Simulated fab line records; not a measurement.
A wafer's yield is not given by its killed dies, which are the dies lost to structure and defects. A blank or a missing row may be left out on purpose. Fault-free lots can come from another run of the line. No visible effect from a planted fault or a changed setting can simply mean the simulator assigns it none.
2 desks looking at one fault ; flow n5 finfet ; each desk holds nothing but its own numbers, with what lay behind them at the end

DESK OF THE TOOL OWNER: arfi scanner-03
The tool's own readings at N5_FIN_SAQP_EXPOSE_13 (exposes mask FIN CORE, target cd 35.6 nm): means of the sampled wafers that have a number, for each lot that ran on this tool. If a lot's mean is further than 4 standard deviations from the usual mean, the lot is out of limits and carries the mark OUT (the distance appears in the brackets).
Columns: A = focus offset nm at N5_FIN_SAQP_EXPOSE_13, usual 0.0 nm
lot;first seen here;A
L113;day 3 04:37;-0.4
L114;day 3 11:20;0.4
L119;day 4 16:53;0.5
L125;day 6 05:22;0.1
L126;day 6 09:37;0.4
Result from this desk: across the 5 lots, nothing is out of limits.

THE METROLOGY DESK
Means of the sampled wafers that have a number, per lot and without regard to the tool the lot ran on: this is what the gauges read. If a lot's mean is further than 4 standard deviations from the usual mean, the lot is out of limits and carries the mark OUT (the distance appears in the brackets). 7 of its 13 readings are shown: the first one out of limits and those lying furthest out on some lot.
Columns: A = cd nm at N5_FIN_SAQP_CD_MEAS_16, usual 35.5 nm; B = FIN_CORE_OVL at N5_FIN_SAQP_OVL_MEAS_17, usual 0.2 nm; C = IOFF_N at N5_BEOL_M4_RC_MEAS_101, usual 0.160 nA/um; D = IOFF_P at N5_BEOL_M4_RC_MEAS_101, usual 0.21 nA/um; E = ION_P at N5_BEOL_M4_RC_MEAS_101, usual 461 uA/um; F = VT_N at N5_BEOL_M4_RC_MEAS_101, usual 249.3 mV; G = VT_P at N5_BEOL_M4_RC_MEAS_101, usual -250 mV
lot;first seen here;A;B;C;D;E;F;G
L109;day 2 04:25;35.2;-0.7;0.172;0.23;462;248.2;-246
L110;day 2 09:14;35.4;-0.3;0.138;0.22;468;251.5;-247
L113;day 3 04:11;35.7;-0.5;0.164;0.19;454;250.0;-254
L114;day 3 10:53;35.3;0.2;0.170;0.23;465;248.1;-249
L116;day 3 22:05;35.9;0.5;0.157;0.18;459;249.0;-254
L119;day 4 16:19;35.3;0.2;0.139;0.18;452;252.5;-256
L125;day 6 04:47;35.5;17.8 (+24) OUT;0.198;0.28;473;244.7;-244
L126;day 6 09:10;35.4;18.1 (+24) OUT;0.174;0.21;458;247.6;-249
L128;day 6 23:15;35.7;1.4;0.147;0.17;447;250.3;-256
L129;day 7 03:41;36.2;0.3;0.175;0.23;465;248.6;-250
Per this desk, out of limits: L125, L126; the first was L125, day 6 05:31 (FIN_CORE_OVL at N5_FIN_SAQP_OVL_MEAS_17). L109, L110, L113, L114, L116, L119, L128, L129 stayed within limits.

TAKEN TOGETHER
Metrology desk: alarm possible at day 6 05:31 on L125, L126.
The desk of the tool owner found nothing out of limits.
Tool owner's desk: L125, L126 on record, inside its limits.
Every lot named ran N5_FIN_SAQP_EXPOSE_13 on arfi scanner-03.

WHAT HAD BEEN PUT IN BY THE SIMULATOR
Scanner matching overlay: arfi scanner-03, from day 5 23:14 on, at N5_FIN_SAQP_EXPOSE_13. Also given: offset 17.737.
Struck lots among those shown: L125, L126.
Time in hours between the start of the fault and the first out-of-limits reading at each desk: metrology desk, 6.
